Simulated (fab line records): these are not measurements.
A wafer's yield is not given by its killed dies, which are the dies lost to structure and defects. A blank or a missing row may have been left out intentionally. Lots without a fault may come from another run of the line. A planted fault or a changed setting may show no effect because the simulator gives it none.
Which tool was responsible?	flow n5-finfet	24 lots, 72 wafers sampled, at 5 steps of a route of 1938

## WHAT EACH GAUGE READ, for each wafer
N5_BEOL_M9_OCD_MEAS_38. Usual: 152 nm for trench-depth-nm, sd 3.5.
lot	measured	on	trench-depth-nm (nm)	flag
L074	day 9 09:11	ocd-02	149 149 155	
L075	day 9 15:30	ocd-01	149 156 155	
L077	day 9 21:42	ocd-02	156 150 149	
L078	day 10 04:04	ocd-01	148 149 144	
L076	day 10 06:21	ocd-01	147 154 149	
L080	day 10 13:52	ocd-01	154 152 149	
L079	day 10 21:59	ocd-01	156 143 148	
L082	day 11 16:04	ocd-02	158 157 155	
L081	day 11 16:53	ocd-02	150 155 151	
L083	day 11 20:23	ocd-02	151 151 153	
L084	day 12 05:02	ocd-02	155 154 155	
L085	day 12 08:50	ocd-02	152 154 152	
L086	day 12 11:01	ocd-02	152 155 154	
L087	day 12 20:25	ocd-02	153 156 156	
L089	day 13 00:02	ocd-02	147 155 149	
L088	day 13 08:23	ocd-02	147 141 146	
L090	day 13 16:30	ocd-02	147 148 154	
L091	day 13 17:19	ocd-02	155 150 156	
L092	day 14 11:46	ocd-02	148 154 149	
L093	day 14 12:33	ocd-01	155 148 149	
L094	day 14 14:55	ocd-02	150 156 150	
L095	day 15 07:44	ocd-02	154 154 155	
L097	day 15 09:44	ocd-02	152 148 152	
L096	day 15 09:49	ocd-01	156 150 155	

N5_BEOL_M10_INSPECT_13: inspects for defects (brightfield). Usual: 379 for raw-defect-count, sd 84.
lot	measured	on	raw-defect-count	flag
L074	day 9 13:38	defect-inspect-02	316 283 435	
L075	day 9 19:49	defect-inspect-02	461 337 354	
L077	day 10 05:01	defect-inspect-02	733 467 517	
L078	day 10 09:43	defect-inspect-02	326 319 306	
L076	day 10 12:25	defect-inspect-02	261 312 401	
L080	day 10 18:58	defect-inspect-02	294 321 239	
L079	day 11 02:55	defect-inspect-01	465 400 507	
L082	day 11 21:38	defect-inspect-01	338 260 406	
L081	day 11 23:17	defect-inspect-01	391 440 591	
L083	day 12 02:10	defect-inspect-02	395 408 504	
L084	day 12 09:29	defect-inspect-01	419 337 318	
L085	day 12 15:26	defect-inspect-02	414 451 469	
L086	day 12 15:44	defect-inspect-02	282 345 370	
L087	day 13 00:22	defect-inspect-02	267 213 306	
L089	day 13 05:16	defect-inspect-01	408 509 447	
L088	day 13 14:31	defect-inspect-02	283 269 346	
L090	day 13 22:37	defect-inspect-02	330 309 425	
L091	day 13 22:41	defect-inspect-02	306 350 362	
L092	day 14 15:43	defect-inspect-02	442 417 392	
L093	day 14 19:07	defect-inspect-02	345 407 436	
L094	day 14 19:53	defect-inspect-02	471 555 356	
L095	day 15 13:23	defect-inspect-01	491 258 424	
L097	day 15 15:33	defect-inspect-01	325 368 263	
L096	day 15 17:28	defect-inspect-02	336 285 311	

N5_BEOL_M10_OVL_MEAS_29. Usual: for V9_OVL the level is -0.1 nm and the standard deviation is 0.82.
lot	measured	on	V9_OVL (nm)	flag
L074	day 9 14:34	overlay-02	-0.2 0.7 -0.9	
L075	day 9 21:13	overlay-01	-0.9 -0.2 -0.8	
L077	day 10 05:56	overlay-01	0.6 0.5 1.6	
L078	day 10 10:39	overlay-01	-1.3 -0.7 -1.0	
L076	day 10 13:31	overlay-01	-0.8 -1.1 -0.5	
L080	day 10 21:15	overlay-01	-0.3 0.5 0.8	
L079	day 11 06:28	overlay-01	0.0 0.6 -0.1	
L082	day 11 22:58	overlay-02	0.3 -0.4 0.5	
L081	day 12 00:48	overlay-01	0.3 1.4 0.1	
L083	day 12 04:36	overlay-02	-1.5 -2.2 -1.9	
L084	day 12 10:40	overlay-02	0.4 -1.2 0.0	
L085	day 12 16:53	overlay-01	0.5 0.9 1.0	
L086	day 12 17:07	overlay-01	-0.4 -0.2 -0.8	
L087	day 13 04:01	overlay-02	-0.6 -0.6 0.9	
L089	day 13 07:52	overlay-01	0.1 -1.7 0.1	
L088	day 13 15:19	overlay-01	-0.6 -0.8 -1.3	
L090	day 14 01:31	overlay-02	0.9 0.2 0.6	
L091	day 14 01:41	overlay-01	1.1 -0.1 0.0	
L092	day 14 18:13	overlay-02	0.9 0.8 0.0	
L093	day 14 20:03	overlay-02	-0.9 0.4 0.5	
L094	day 14 22:19	overlay-02	-0.2 0.9 -0.2	
L095	day 15 14:35	overlay-01	0.2 0.1 -1.1	
L097	day 15 16:32	overlay-02	-0.3 0.6 0.3	
L096	day 15 19:35	overlay-02	-0.5 -0.4 0.4	

## WHAT TOOL EACH LOT RAN ON (gives the tool, then ch and the chambers of the sampled wafers, and finally the start)
lot	N5_BEOL_M9_STRIP_80	N5_BEOL_M10_CURE_71
L074	rie-diel-06 ch 0,1,2, day 9 09:11 or earlier	uv-cure-02 ch 0, day 9 12:22
L075	rie-diel-06 ch 0,2, day 9 15:30 or earlier	uv-cure-01 ch 1, day 9 18:23
L077	rie-diel-02 ch 1,2, day 9 21:42 or earlier	uv-cure-02 ch 1, day 10 01:43
L078	rie-diel-06 ch 0,1,3, day 10 04:04 or earlier	uv-cure-03 ch 1, day 10 06:53
L076	rie-diel-03 ch 0,3, day 10 06:21 or earlier	uv-cure-02 ch 0, day 10 10:26
L080	rie-diel-02 ch 0,1,2, day 10 13:52 or earlier	uv-cure-02 ch 0, day 10 17:30
L079	rie-diel-06 ch 1,2,3, day 10 21:59 or earlier	uv-cure-02 ch 2, day 11 01:10
L082	rie-diel-02 ch 1,3, day 11 16:04 or earlier	uv-cure-02 ch 0, day 11 18:49
L081	rie-diel-02 ch 2,3, day 11 16:53 or earlier	uv-cure-03 ch 1, day 11 21:38
L083	rie-diel-06 ch 0,1, day 11 20:23 or earlier	uv-cure-03 ch 2, day 11 23:34
L084	rie-diel-02 ch 1,3, day 12 05:02 or earlier	uv-cure-01 ch 2, day 12 07:47
L085	rie-diel-02 ch 1,3, day 12 08:50 or earlier	uv-cure-02 ch 0, day 12 12:35
L086	rie-diel-02 ch 1,2, day 12 11:01 or earlier	uv-cure-03 ch 0, day 12 13:36
L087	rie-diel-03 ch 0,2, day 12 20:25 or earlier	uv-cure-03 ch 0, day 12 23:04
L089	rie-diel-03 ch 1,2,3, day 13 00:02 or earlier	uv-cure-01 ch 2, day 13 03:14
L088	rie-diel-06 ch 1,3, day 13 08:23 or earlier	uv-cure-03 ch 1, day 13 11:38
L090	rie-diel-03 ch 2,3, day 13 16:30 or earlier	uv-cure-01 ch 0, day 13 19:53
L091	rie-diel-02 ch 1,2, day 13 17:19 or earlier	uv-cure-02 ch 2, day 13 20:25
L092	rie-diel-06 ch 1,2, day 14 11:46 or earlier	uv-cure-03 ch 1, day 14 14:12
L093	rie-diel-06 ch 0,1,2, day 14 12:33 or earlier	uv-cure-02 ch 2, day 14 15:41
L094	rie-diel-03 ch 0,3, day 14 14:55 or earlier	uv-cure-02 ch 2, day 14 17:22
L095	rie-diel-03 ch 0,2, day 15 07:44 or earlier	uv-cure-03 ch 1, day 15 10:39
L097	rie-diel-06 ch 0,3, day 15 09:44 or earlier	uv-cure-03 ch 1, day 15 14:20
L096	rie-diel-02 ch 0,1,3, day 15 09:49 or earlier	uv-cure-01 ch 0, day 15 15:12
- N5_BEOL_M9_STRIP_80: strips in N2/H2, time 10 s.
- N5_BEOL_M10_CURE_71: cures SiCOH lowk, time 240 s.

## AS READ BY THE TOOLS THEMSELVES (means over the sampled wafers that have a number; for cases with no such wafer, the mark the record gives instead)
N5_BEOL_M9_STRIP_80. Usual: chamber-pressure-mTorr 19.999 mTorr, standard deviation 0.02; drypump-motor-current-A 5.93 A, standard deviation 0.27; oes-product-au 0.77 a.u., standard deviation 0.08; rf-vpp-V 59.2 V, standard deviation 0.9; showerhead-plenum-p-Torr 2.54 Torr, standard deviation 0.077; throttle-valve-pct 23.52 %, standard deviation 0.29.
lot	tool	chamber-pressure-mTorr (mTorr)	drypump-motor-current-A (A)	oes-product-au (a.u.)	rf-vpp-V (V)	showerhead-plenum-p-Torr (Torr)	throttle-valve-pct (%)	flag
L074	rie-diel-06	19.995	6.10	0.75	59.6	2.57	23.41	
L075	rie-diel-06	19.991	5.94	0.70	60.0	2.54	23.35	
L077	rie-diel-02	19.993	5.95	0.75	59.7	2.58	23.36	
L078	rie-diel-06	19.988	6.03	0.75	58.6	2.58	23.65	
L076	rie-diel-03	20.004	5.80	0.71	59.2	2.54	23.55	
L080	rie-diel-02	19.973	5.82	0.82	59.0	2.56	23.39	
L079	rie-diel-06	19.988	6.13	0.74	59.8	2.51	23.39	
L082	rie-diel-02	20.003	6.03	0.82	59.3	2.61	23.38	
L081	rie-diel-02	20.015	6.03	0.77	59.3	2.52	23.58	
L083	rie-diel-06	20.003	6.28	0.78	60.2	2.58	23.48	
L084	rie-diel-02	20.027	6.04	0.82	58.6	2.61	23.39	
L085	rie-diel-02	19.987	6.09	0.84	58.6	2.55	23.59	
L086	rie-diel-02	20.004	5.97	0.76	59.8	2.61	23.28	
L087	rie-diel-03	20.000	5.84	0.75	58.5	2.46	23.64	
L089	rie-diel-03	20.003	5.79	0.81	58.8	2.56	23.56	
L088	rie-diel-06	19.989	6.28	0.77	59.6	2.53	23.46	
L090	rie-diel-03	19.991	5.92	0.89	59.6	2.59	23.31	
L091	rie-diel-02	20.000	5.98	0.76	59.1	2.61	23.29	
L092	rie-diel-06	20.011	6.38	0.77	58.1	2.51	23.25	
L093	rie-diel-06	19.991	6.11	0.73	59.5	2.55	23.46	
L094	rie-diel-03	19.978	5.80	0.84	59.6	2.53	23.24	
L095	rie-diel-03	19.988	5.81	0.73	59.2	2.45	23.66	
L097	rie-diel-06	19.999	5.78	0.88	59.7	2.54	23.69	
L096	rie-diel-02	20.005	5.85	0.81	58.6	2.53	23.53	

N5_BEOL_M10_CURE_71. Usual: lamp-power-pct 52.31 %, standard deviation 0.051; wafer_temp_C_max 386.6, standard deviation 0.62.
lot	tool	lamp-power-pct (%)	wafer_temp_C_max	flag
L074	uv-cure-02	52.38	386.5	
L075	uv-cure-01	52.31	388.2	
L077	uv-cure-02	52.30	386.0	
L078	uv-cure-03	52.31	386.5	
L076	uv-cure-02	52.35	386.6	
L080	uv-cure-02	52.34	386.3	
L079	uv-cure-02	52.26	386.5	
L082	uv-cure-02	52.27	386.6	
L081	uv-cure-03	52.32	386.3	
L083	uv-cure-03	52.29	385.9	
L084	uv-cure-01	52.37	387.7	
L085	uv-cure-02	52.31	386.3	
L086	uv-cure-03	52.27	386.4	
L087	uv-cure-03	52.27	386.2	
L089	uv-cure-01	52.30	386.8	
L088	uv-cure-03	52.32	386.2	
L090	uv-cure-01	52.32	387.1	
L091	uv-cure-02	52.30	387.0	
L092	uv-cure-03	52.31	386.0	
L093	uv-cure-02	52.33	387.3	
L094	uv-cure-02	52.28	386.4	
L095	uv-cure-03	52.31	386.5	
L097	uv-cure-03	52.34	386.4	
L096	uv-cure-01	52.36	386.8	

## THE ANSWER, worked out from the rows above alone
Rule: a lot counts as off when the mean over its wafers that have a number is more than 3 standard deviations away from the usual mean. Also off: a lot with no number at a reading for which 4 or more lots have one. All remaining lots with rows at the step are treated as sound. The gauges are gone through in route order, then the tools' own readings, and for those a lot's mean is taken as printed above. At the first step where some lot is off, the reading lying furthest off is the one used; lots without a number count as furthest.
No lot is off on any of the readings shown, so nothing can be concluded from this.

## WHAT HAD BEEN PUT IN BY THE SIMULATOR
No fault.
